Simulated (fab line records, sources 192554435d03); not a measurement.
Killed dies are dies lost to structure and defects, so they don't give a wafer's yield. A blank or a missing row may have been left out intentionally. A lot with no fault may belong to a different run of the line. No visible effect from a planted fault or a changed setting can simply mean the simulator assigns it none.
fab line records	flow n5Finfet
[record] lots = 7	wafers = 21
route steps=1938 shown BEOL_M8@1362 BEOL_M9@1417 BEOL_M10@1480 BEOL_M11@1540
startH: hours from the record's opening day to when the first of the lot's shown wafers began	waitH: how many hours have passed since the lot's step before this one	" as in the row above	L1.1+2: a row that stands for several wafers	- either no value or no given start	* or withheld: withheld	< > ~ a bound
route shown NAME@n: a module of which the file shows steps, and the number in the route of the first	usual: the fault-free wafers' mean and standard deviation	same: alike in all rows	chamber/n: place in a boat	sites: readings site by site	_std_site: standard deviation across them	_edge_site: mean of outer sites minus mean of inner sites	radiusMm: for every site, how far away it sits from the centre of the wafer	mask NAME#n: copy n	behind: the last tool/chamber to shape the wafer	hold: reason for holding the lot/hours on hold/outcome of the hold	device: the n, p or np transistor that did not switch	end of line: at the end of the route, the tests of the same wafers	for a step that has no rows: nothing shown but its recipe	killed: dies lost to structure and defects at the first sort, not the wafer's yield	map: a wafer's dies, x killed, . not, _ none there
set.NAME: setting as actually run; set.NAME@STEP: the setting as run at that earlier step	model.NAME: the simulator's own value behind a step, which no gauge read
lots where settings were altered on purpose, with a table for each step and a row for each wafer
[[steps]]
[step N5_BEOL_M8_EXPOSE_25]
[recipe] maskId = V7	na = 0.33	sourceShape = annular	sigmaInner = 0.4	sigmaOuter = 0.8	polarization = unpolarized	targetCdNm = 40	doseMj = 42.5
lot.wafer	tool	chamber	startH	waitH	mask	set.doseMj
L074.1+4+6	euvScanner-01	0	198.90	-	V7#0	42.5
L078.1+2+6	euvScanner-01	0	228.47	-	V7#0	42.5
L079.1	euvScanner-01	0	234.01	-	V7#0	44.96
L079.2+6	"	0	"	"	V7#0	42.5
L085.1+3+5	euvScanner-01	0	283.79	-	V7#0	42.5
L094.4+5+6	euvScanner-02	0	320.39	-	V7#0	42.5
L093.1+6	euvScanner-02	0	322.65	-	V7#0	44.5
L093.4	"	0	"	"	V7#0	42.5
L095.1+2+6	euvScanner-02	0	339.24	-	V7#0	42.5
[step N5_BEOL_M8_PEB_26]
[recipe] pebTempC = 100	pebTimeS = 60	resist = CAR-EUV
[step N5_BEOL_M8_DEVELOP_27]
[recipe] developTimeS = 30	developer = TMAH	resist = CAR-EUV	rinseLiquid = surfactantRinse	dry = airSpin	devTempC = 23
[step N5_BEOL_M8_DESCUM_33]
[recipe] chemistry = O2	timeS = 7	sourcePowerW = 50	biasPowerW = 20	pressureMtorr = 20	rfFrequencyHz = 2.712e+07	tempC = 40	resist = CAR-EUV	o2FlowSccm = 225
lot.wafer	tool	chamber	startH	waitH	set.doseMj@BEOL_M8_EXPOSE_25	model.BEOL_M8.cdNm
L074.1+4	rieDiel-06	0,2	199.17	0.0	42.5	40.2
L074.6	"	3	"	"	42.5	40.4
L078.1+6	rieDiel-06	2	228.73	0.0	42.5	40
L078.2	"	3	"	"	42.5	40.2
L079.1	rieDiel-01	1	234.27	0.0	44.96	41.2
L079.2+6	"	2,0	"	"	42.5	40
L085.1	rieDiel-06	3	284.04	0.0	42.5	40
L085.3	"	2	"	"	42.5	40.2
L085.5	"	1	"	"	42.5	39.8
L094.4+6	rieDiel-06	0	320.70	0.1	42.5	40
L094.5	"	3	"	"	42.5	40.2
L093.1+6	rieDiel-05	2,1	323.32	0.4	44.5	41
L093.4	"	1	"	"	42.5	40
L095.1+6	rieDiel-05	3,0	339.49	0.0	42.5	40.2
L095.2	"	0	"	"	42.5	40.4
[step N5_BEOL_M8_ETCH_72]
[recipe] chemistry = N2/H2	target = underlayer	targetDepthA = 65	maskMaterial = CAR-EUV	timeS = 5.2	ionEnergyEv = 200	pressureMtorr = 30	sourceW = 840	biasW = 150	n2FlowSccm = 200	h2FlowSccm = 200	ends = cleared
lot.wafer	tool	chamber	startH	waitH	set.doseMj@BEOL_M8_EXPOSE_25	model.BEOL_M8.cdNm
L074.1	rieDiel-06	0	199.20	0.0	42.5	40
L074.4+6	"	2,3	"	"	42.5	40.2
L078.1	rieDiel-06	2	228.76	0.0	42.5	40
L078.2+6	"	3,2	"	"	42.5	40.2
L079.1	rieDiel-01	1	234.30	0.0	44.96	41.2
L079.2+6	"	2,0	"	"	42.5	40
L085.1+3	rieDiel-06	3,2	284.08	0.0	42.5	40.2
L085.5	"	1	"	"	42.5	40
L094.4	rieDiel-06	0	320.73	0.0	42.5	39.8
L094.5	"	3	"	"	42.5	40.2
L094.6	"	0	"	"	42.5	40
L093.1+6	rieDiel-05	2,1	323.35	0.0	44.5	41
L093.4	"	1	"	"	42.5	39.8
L095.1+2	rieDiel-05	3,0	339.53	0.0	42.5	40.2
L095.6	"	0	"	"	42.5	40
[step N5_BEOL_M8_ETCH_65]
[recipe] chemistry = CF4	target = SiARC	targetDepthA = 156	maskMaterial = CAR-EUV	timeS = 26	ionEnergyEv = 80	pressureMtorr = 40	sourceW = 545	biasW = 36	Ar_flow_sccm = 100	cf4FlowSccm = 100	ends = cleared
[usual] etchRfOnTimeS = 26.2/0.46	rfVppV = 184.3/1.1
lot.wafer	tool	chamber	startH	waitH	set.sourceW	set.doseMj@BEOL_M8_EXPOSE_25	etchRfOnTimeS	rfVppV	model.BEOL_M8.cdNm
L074.1	rieDiel-06	0	199.22	0.0	479.8	42.5	28.7	191.8	40.2
L074.4	"	2	"	"	479.8	42.5	29.9	193.3	40.2
L074.6	"	3	"	"	545	42.5	26.0	184.4	40.4
L078.1	rieDiel-06	2	228.78	0.0	545	42.5	26.8	184.2	40
L078.2	"	3	"	"	545	42.5	26.0	184.8	40.4
L078.6	"	2	"	"	545	42.5	27.0	184.6	40.2
L079.1	rieDiel-01	1	234.32	0.0	545	44.96	25.7	184.5	41.2
L079.2	"	2	"	"	578	42.5	24.8	181.2	40
L079.6	"	0	"	"	545	42.5	26.8	185.0	40
L085.1	rieDiel-06	3	284.10	0.0	545	42.5	26.4	183.9	40
L085.3	"	2	"	"	545	42.5	26.8	184.7	40.2
L085.5	"	1	"	"	458.7	42.5	31.1	194.4	40
L094.4	rieDiel-06	0	320.75	0.0	636.9	42.5	22.5	173.5	40
L094.5	"	3	"	"	545	42.5	26.1	183.7	40.2
L094.6	"	0	"	"	545	42.5	25.7	184.8	40.2
L093.1	rieDiel-05	2	323.37	0.0	545	44.5	25.5	184.3	40.8
L093.4	"	1	"	"	449.1	42.5	31.6	197.0	40
L093.6	"	1	"	"	545	44.5	26.4	184.9	41
L095.1	rieDiel-05	3	339.54	0.0	545	42.5	26.2	184.9	40.4
L095.2	"	0	"	"	503.5	42.5	27.4	188.5	40.2
L095.6	"	0	"	"	503.5	42.5	27.4	188.3	40
[step N5_BEOL_M8_ETCH_66]
[recipe] chemistry = N2/H2	target = SOC	targetDepthA = 800	overetchA = 160	maskMaterial = SiARC	tempC = 40	timeS = 120	ionEnergyEv = 200	pressureMtorr = 30	sourceW = 840	biasW = 150	n2FlowSccm = 200	h2FlowSccm = 200
lot.wafer	tool	chamber	startH	waitH	set.doseMj@BEOL_M8_EXPOSE_25	model.BEOL_M8.cdNm
L074.1	rieDiel-06	0	199.25	0.0	42.5	40.2
L074.4+6	"	2,3	"	"	42.5	40.4
L078.1+2	rieDiel-06	2,3	228.81	0.0	42.5	40.2
L078.6	"	2	"	"	42.5	40.4
L079.1	rieDiel-01	1	234.35	0.0	44.96	41
L079.2	"	2	"	"	42.5	40
L079.6	"	0	"	"	42.5	40.2
L085.1	rieDiel-06	3	284.12	0.0	42.5	40
L085.3+5	"	2,1	"	"	42.5	40.2
L094.4	rieDiel-06	0	320.78	0.0	42.5	40
L094.5+6	"	3,0	"	"	42.5	40.2
L093.1	rieDiel-05	2	323.40	0.0	44.5	40.8
L093.4	"	1	"	"	42.5	39.8
L093.6	"	1	"	"	44.5	41
L095.1+6	rieDiel-05	3,0	339.57	0.0	42.5	40.2
L095.2	"	0	"	"	42.5	40.6
[step N5_BEOL_M9_DESCUM_16]
[recipe] chemistry = O2	timeS = 7.9	sourcePowerW = 50	biasPowerW = 20	pressureMtorr = 20	rfFrequencyHz = 2.712e+07	tempC = 40	resist = CAR-ArF	o2FlowSccm = 225
lot.wafer	tool	chamber	startH	waitH	set.timeS	model.CAR-ArF_of_BEOL_M9_COAT_05.thkNm
L074.1+4	rieDiel-03	0,3	206.26	0.3	7.9	83.6
L074.6	"	0	"	"	7.9	83.2
L078.1+6	rieDiel-03	3,2	235.57	0.4	7.9	83
L078.2	"	2	"	"	7.9	83.2
L079.1	rieDiel-03	2	239.93	0.0	7.152	83.8
L079.2	"	3	"	"	7.9	83.2
L079.6	"	3	"	"	7.9	83.6
L085.1	rieDiel-03	3	289.23	0.2	7.175	84.4
L085.3+5	"	0,1	"	"	7.9	83.8
L094.4+5	rieDiel-04	3	326.46	0.3	7.9	83.4
L094.6	"	2	"	"	7.9	83.2
L093.1	rieDiel-03	2	331.12	1.7	7.9	84
L093.4	"	3	"	"	7.9	84.2
L093.6	"	1	"	"	6.456	85
L095.1	rieDiel-04	3	344.51	0.0	7.9	82.6
L095.2	"	2	"	"	7.9	83
L095.6	"	0	"	"	8.834	82.2
[step N5_BEOL_M9_ETCH_61]
[recipe] chemistry = CF4	target = SiARC	targetDepthA = 390	maskMaterial = CAR-ArF	timeS = 65	ionEnergyEv = 80	pressureMtorr = 40	sourceW = 545	biasW = 36	Ar_flow_sccm = 100	cf4FlowSccm = 100	ends = cleared
lot.wafer	tool	chamber	startH	waitH	set.timeS@BEOL_M9_DESCUM_16	model.CAR-ArF_of_BEOL_M9_COAT_05.thkNm
L074.1	rieDiel-03	0	206.30	0.0	7.9	55.4
L074.4	"	3	"	"	7.9	55.6
L074.6	"	0	"	"	7.9	55.2
L078.1+2	rieDiel-03	3,2	235.61	0.0	7.9	55.4
L078.6	"	2	"	"	7.9	55.2
L079.1	rieDiel-03	2	239.96	0.0	7.152	55.6
L079.2	"	3	"	"	7.9	55.2
L079.6	"	3	"	"	7.9	55.4
L085.1	rieDiel-03	3	289.26	0.0	7.175	56.2
L085.3+5	"	0,1	"	"	7.9	55.8
L094.4	rieDiel-04	3	326.50	0.0	7.9	55.4
L094.5	"	3	"	"	7.9	55.6
L094.6	"	2	"	"	7.9	55.2
L093.1	rieDiel-03	2	331.16	0.0	7.9	56
L093.4	"	3	"	"	7.9	56.2
L093.6	"	1	"	"	6.456	57
L095.1	rieDiel-04	3	344.54	0.0	7.9	54.8
L095.2	"	2	"	"	7.9	55
L095.6	"	0	"	"	8.834	54.2
[step N5_BEOL_M9_ETCH_62]
[recipe] chemistry = N2/H2	target = SOC	targetDepthA = 1100	overetchA = 220	maskMaterial = SiARC	tempC = 40	timeS = 165	ionEnergyEv = 200	pressureMtorr = 30	sourceW = 840	biasW = 150	n2FlowSccm = 200	h2FlowSccm = 200
[usual] rfVppV = 523.9/2.7
lot.wafer	tool	chamber	startH	waitH	set.sourceW	rfVppV	model.SiARC_of_BEOL_M9_COAT_60.thkNm
L074.1	rieDiel-03	0	206.35	0.0	885.3	511.8	23.2
L074.4	"	3	"	"	840	520.8	23.6
L074.6	"	0	"	"	885.3	510.2	23.2
L078.1	rieDiel-03	3	235.66	0.0	840	522.4	23.4
L078.2	"	2	"	"	840	524.1	23.6
L078.6	"	2	"	"	840	522.8	23.6
L079.1	rieDiel-03	2	240.01	0.0	840	523.0	23.8
L079.2	"	3	"	"	711.8	549.8	24.4
L079.6	"	3	"	"	840	520.9	23.8
L085.1	rieDiel-03	3	289.31	0.0	840	519.5	23.6
L085.3	"	0	"	"	947.9	508.9	23
L085.5	"	1	"	"	840	523.1	23.6
L094.4	rieDiel-04	3	326.55	0.0	961.7	503.9	22.6
L094.5	"	3	"	"	840	526.5	23.2
L094.6	"	2	"	"	961.7	500.2	23
L093.1	rieDiel-03	2	331.21	0.0	726.7	549.4	24.2
L093.4	"	3	"	"	840	520.3	23.8
L093.6	"	1	"	"	840	522.7	23.6
L095.1	rieDiel-04	3	344.59	0.0	987.6	498.1	22.6
L095.2	"	2	"	"	840	522.8	23.4
L095.6	"	0	"	"	987.6	501.1	22.4
[step N5_BEOL_M10_EXPOSE_08]
[recipe] maskId = M10	na = 1.35	sourceShape = dipole	sigmaInner = 0.411	sigmaOuter = 0.611	polarization = te	doseMj = 53.75
lot.wafer	tool	chamber	startH	waitH	mask	set.doseMj
L074.1+4	arfiScanner-03	0	214.69	-	M10#0	53.75
L074.6	"	0	"	"	M10#0	54.98
L078.1+2+6	arfiScanner-01	0	244.27	-	M10#0	53.75
L079.1+6	arfiScanner-03	0	247.60	-	M10#0	53.75
L079.2	"	0	"	"	M10#0	57.27
L085.1+3	arfiScanner-01	0	297.01	-	M10#0	53.75
L085.5	"	0	"	"	M10#0	51.3
L094.4+5	arfiScanner-02	0	333.29	-	M10#0	53.75
L094.6	"	0	"	"	M10#0	54.77
L093.1	arfiScanner-02	0	340.52	-	M10#0	50.13
L093.4+6	"	0	"	"	M10#0	53.75
L095.1+2+6	arfiScanner-02	0	349.93	-	M10#0	53.75
[step N5_BEOL_M10_PEB_09]
[recipe] pebTempC = withheld	pebTimeS = 60	resist = CAR-ArF
[step N5_BEOL_M10_DEVELOP_10]
[recipe] developTimeS = 30	developer = TMAH	resist = CAR-ArF	rinseLiquid = diw	dry = airSpin	devTempC = 23
[step N5_BEOL_M10_CD_MEAS_11]
[recipe] targetCdNm = 64.1	landingEnergyEv = 500	detector = seInlens	polarity = opening
[usual] cdNm = 64.4/0.54
lot.wafer	tool	chamber	startH	waitH	set.doseMj@BEOL_M10_EXPOSE_08	cdNm
L074.1	cdSem-01	0	214.82	-	53.75	63.5
L074.4	"	0	"	"	53.75	62.7
L074.6	"	0	"	"	54.98	64.8
L078.1	cdSem-02	0	244.39	-	53.75	63.7
L078.2	"	0	"	"	53.75	64.2
L078.6	"	0	"	"	53.75	63.7
L079.1	cdSem-01	0	247.72	-	53.75	63.6
L079.2	"	0	"	"	57.27	67.7
L079.6	"	0	"	"	53.75	64.4
L085.1	cdSem-03	0	297.14	-	53.75	64.3
L085.3	"	0	"	"	53.75	63.8
L085.5	"	0	"	"	51.3	61.0
L094.4	cdSem-02	0	333.40	-	53.75	64.5
L094.5	"	0	"	"	53.75	64.6
L094.6	"	0	"	"	54.77	65.9
L093.1	cdSem-03	0	340.65	-	50.13	61.1
L093.4	"	0	"	"	53.75	64.9
L093.6	"	0	"	"	53.75	63.7
L095.1	cdSem-03	0	350.06	-	53.75	65.4
L095.2	"	0	"	"	53.75	64.9
L095.6	"	0	"	"	53.75	64.4
[step N5_BEOL_M10_DESCUM_16]
[recipe] chemistry = O2	timeS = 7.9	sourcePowerW = 50	biasPowerW = 20	pressureMtorr = 20	rfFrequencyHz = 2.712e+07	tempC = 40	resist = CAR-ArF	o2FlowSccm = 225
[step N5_BEOL_M10_ETCH_61]
[recipe] chemistry = CF4	target = SiARC	targetDepthA = 390	maskMaterial = CAR-ArF	timeS = 65	ionEnergyEv = 80	pressureMtorr = 40	sourceW = 545	biasW = 36	Ar_flow_sccm = 100	cf4FlowSccm = 100	ends = cleared
lot.wafer	tool	chamber	startH	waitH	set.doseMj@BEOL_M10_EXPOSE_08	model.BEOL_M10.cdOffsetNm
L074.1	rieDiel-05	3	214.94	0.0	53.75	0.2
L074.4	"	2	"	"	53.75	-1.2
L074.6	"	3	"	"	54.98	1
L078.1+6	rieDiel-01	1,0	244.52	0.0	53.75	-0.2
L078.2	"	3	"	"	53.75	0
L079.1	rieDiel-05	3	248.21	0.0	53.75	-0.2
L079.2	"	1	"	"	57.27	4
L079.6	"	0	"	"	53.75	0.4
L085.1	rieDiel-05	0	297.26	0.0	53.75	0.2
L085.3	"	1	"	"	53.75	-0.2
L085.5	"	3	"	"	51.3	-3.2
L094.4	rieDiel-06	0	333.57	0.0	53.75	0.4
L094.5	"	3	"	"	53.75	0.6
L094.6	"	2	"	"	54.77	1.8
L093.1	rieDiel-06	3	340.77	0.0	50.13	-3.4
L093.4	"	2	"	"	53.75	0.6
L093.6	"	1	"	"	53.75	-0.4
L095.1	rieDiel-05	3	350.18	0.0	53.75	1.4
L095.2	"	2	"	"	53.75	0.6
L095.6	"	0	"	"	53.75	0.8
[step N5_BEOL_M10_ETCH_62]
[recipe] chemistry = N2/H2	target = SOC	targetDepthA = 1100	overetchA = 220	maskMaterial = SiARC	tempC = 40	timeS = 165	ionEnergyEv = 200	pressureMtorr = 30	sourceW = 840	biasW = 150	n2FlowSccm = 200	h2FlowSccm = 200
[step N5_BEOL_M10_STRIP_68]
[recipe] chemistry = N2/H2	tempC = 40	n2FlowSccm = 200	h2FlowSccm = 200	rfFrequencyHz = 6e+07
[step N5_BEOL_M10_HM_OPEN_17]
[recipe] chemistry = Cl2/BCl3	targetDepthA = 200	overetchA = 60	target = TiN	maskMaterial = SOC	ionEnergyEv = 150	pressureMtorr = 10	icpW = 1000	biasW = 126	Cl2_flow_sccm = 53.25	bcl3FlowSccm = 21.75	Ar_flow_sccm = 25
[step N5_BEOL_M10_STRIP_19]
[recipe] chemistry = O2	powerW = 400	tempC = 40	pressureMtorr = 30	rfFrequencyHz = 6e+07	biasPowerW = 0	overashFraction = 0.2	o2FlowSccm = 225
[step N5_BEOL_M10_CD_MEAS_18]
[recipe] pitchNm = 140	targetCdNm = 70
[usual] cdNm = 70.4/0.64
lot.wafer	tool	chamber	startH	waitH	set.doseMj@BEOL_M10_EXPOSE_08	cdNm
L074.1	cdSem-01	-	215.36	0.0	53.75	70.0
L074.4	"	-	"	"	53.75	68.9
L074.6	"	-	"	"	54.98	71.9
L078.1	cdSem-02	-	244.94	0.0	53.75	70.4
L078.2	"	-	"	"	53.75	70.3
L078.6	"	-	"	"	53.75	69.8
L079.1	cdSem-03	-	248.62	0.0	53.75	70.5
L079.2	"	-	"	"	57.27	73.9
L079.6	"	-	"	"	53.75	70.4
L085.1	cdSem-03	-	297.69	0.0	53.75	70.2
L085.3	"	-	"	"	53.75	69.9
L085.5	"	-	"	"	51.3	67.1
L094.4	cdSem-03	-	334.06	0.1	53.75	70.5
L094.5	"	-	"	"	53.75	70.2
L094.6	"	-	"	"	54.77	71.5
L093.1	cdSem-03	-	341.28	0.1	50.13	66.5
L093.4	"	-	"	"	53.75	70.9
L093.6	"	-	"	"	53.75	69.4
L095.1	cdSem-03	-	350.60	0.0	53.75	71.8
L095.2	"	-	"	"	53.75	70.7
L095.6	"	-	"	"	53.75	71.0
[step N5_BEOL_M10_COAT_63]
[recipe] resist = SOC	tempC = 250	timeS = 60	spinRpm = 1500	resistThkNm = 100
[step N5_BEOL_M10_COAT_64]
[recipe] resist = SiARC	tempC = 220	timeS = 60	spinRpm = 1500	resistThkNm = 30
[step N5_BEOL_M10_PRECLEAN_42]
[recipe] chemistry = residueRemover	timeS = 60	tempC = 40
[step N5_BEOL_M10_SRD_43]
[recipe] timeS = 30	tempC = 23	rinseLiquid = diw	dry = ipaMarangoni
[step N5_BEOL_M10_CD_MEAS_35]
[recipe] targetCdNm = 70	polarity = opening
[usual] cdNm = 70.3/0.69
lot.wafer	tool	chamber	startH	waitH	set.doseMj@BEOL_M10_EXPOSE_08	cdNm
L074.1	cdSem-01	-	216.52	0.0	53.75	69.7
L074.4	"	-	"	"	53.75	69.0
L074.6	"	-	"	"	54.98	71.4
L078.1	cdSem-02	-	247.30	0.0	53.75	69.9
L078.2	"	-	"	"	53.75	70.0
L078.6	"	-	"	"	53.75	69.5
L079.1	cdSem-01	-	254.15	0.0	53.75	70.2
L079.2	"	-	"	"	57.27	74.4
L079.6	"	-	"	"	53.75	70.4
L085.1	cdSem-02	-	298.88	0.0	53.75	69.7
L085.3	"	-	"	"	53.75	69.9
L085.5	"	-	"	"	51.3	66.8
L094.4	cdSem-02	-	338.43	0.0	53.75	69.8
L094.5	"	-	"	"	53.75	70.5
L094.6	"	-	"	"	54.77	71.2
L093.1	cdSem-03	-	343.82	0.0	50.13	66.8
L093.4	"	-	"	"	53.75	70.3
L093.6	"	-	"	"	53.75	69.6
L095.1	cdSem-02	-	353.06	0.0	53.75	71.9
L095.2	"	-	"	"	53.75	71.1
L095.6	"	-	"	"	53.75	71.0
[step N5_BEOL_M11_HM_DEP_02]
[recipe] material = TiN	targetThkA = 200	tempC = 25	chamberPressurePa = 0.49996
lot.wafer	tool	chamber	startH	waitH	set.targetThkA	model.TiN_of_BEOL_M11_HM_DEP_02.thkNm
L074.1	pvdSputter-03	-	223.16	0.9	200	20
L074.4+6	"	-	"	"	176	17.6
L078.1+2+6	pvdSputter-01	-	253.59	3.1	200	20
L079.1	pvdSputter-03	-	261.07	1.4	222.4	21.8
L079.2	"	-	"	"	200	19.8
L079.6	"	-	"	"	200	19.6
L085.1	pvdSputter-03	-	304.65	0.9	200	19.8
L085.3+5	"	-	"	"	200	20
L094.4	pvdSputter-01	-	343.77	1.4	208.7	21
L094.5	"	-	"	"	200	20
L094.6	"	-	"	"	208.7	20.6
L093.1+6	pvdSputter-01	-	348.84	1.4	200	19.8
L093.4	"	-	"	"	215.2	21.6
L095.1+6	pvdSputter-01	-	356.86	0.8	180.5	17.6
L095.2	"	-	"	"	200	19.6
[[key]]
[split] step = N5_BEOL_M8_EXPOSE_25	setting = doseMj	stated = 42.5	by = wafer
[response] step = N5_BEOL_M8_DESCUM_33	reading = model.BEOL_M8.cdNm	change = +0.209	per = 1%	r = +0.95
[response] step = N5_BEOL_M8_ETCH_72	reading = model.BEOL_M8.cdNm	change = +0.226	per = 1%	r = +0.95
[response] step = N5_BEOL_M8_ETCH_65	reading = model.BEOL_M8.cdNm	change = +0.201	per = 1%	r = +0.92
[response] step = N5_BEOL_M8_ETCH_66	reading = model.BEOL_M8.cdNm	change = +0.187	per = 1%	r = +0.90
[split] step = N5_BEOL_M8_ETCH_65	setting = sourceW	stated = 545	by = wafer
[response] step = N5_BEOL_M8_ETCH_65	reading = etchRfOnTimeS	change = *	per = 1%	r = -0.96
[response] step = N5_BEOL_M8_ETCH_65	reading = rfVppV	change = -0.652	per = 1%	r = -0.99
[split] step = N5_BEOL_M9_DESCUM_16	setting = timeS	stated = 7.9	by = wafer
[response] step = N5_BEOL_M9_DESCUM_16	reading = model.CAR-ArF_of_BEOL_M9_COAT_05.thkNm	change = -0.0507	per = 1%	r = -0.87
[response] step = N5_BEOL_M9_ETCH_61	reading = model.CAR-ArF_of_BEOL_M9_COAT_05.thkNm	change = -0.0482	per = 1%	r = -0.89
[split] step = N5_BEOL_M9_ETCH_62	setting = sourceW	stated = 840	by = wafer
[response] step = N5_BEOL_M9_ETCH_62	reading = rfVppV	change = -1.58	per = 1%	r = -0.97
[response] step = N5_BEOL_M9_ETCH_62	reading = model.SiARC_of_BEOL_M9_COAT_60.thkNm	change = -0.042	per = 1%	r = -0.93
[split] step = N5_BEOL_M10_EXPOSE_08	setting = doseMj	stated = 53.75	by = wafer
[response] step = N5_BEOL_M10_CD_MEAS_11	reading = cdNm	change = +0.558	per = 1%	r = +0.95
[response] step = N5_BEOL_M10_ETCH_61	reading = model.BEOL_M10.cdOffsetNm	change = +0.591	per = 1%	r = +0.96
[response] step = N5_BEOL_M10_CD_MEAS_18	reading = cdNm	change = +0.58	per = 1%	r = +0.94
[response] step = N5_BEOL_M10_CD_MEAS_35	reading = cdNm	change = +0.583	per = 1%	r = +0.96
[split] step = N5_BEOL_M11_HM_DEP_02	setting = targetThkA	stated = 200	by = wafer
[response] step = N5_BEOL_M11_HM_DEP_02	reading = model.TiN_of_BEOL_M11_HM_DEP_02.thkNm	change = +0.202	per = 1%	r = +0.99
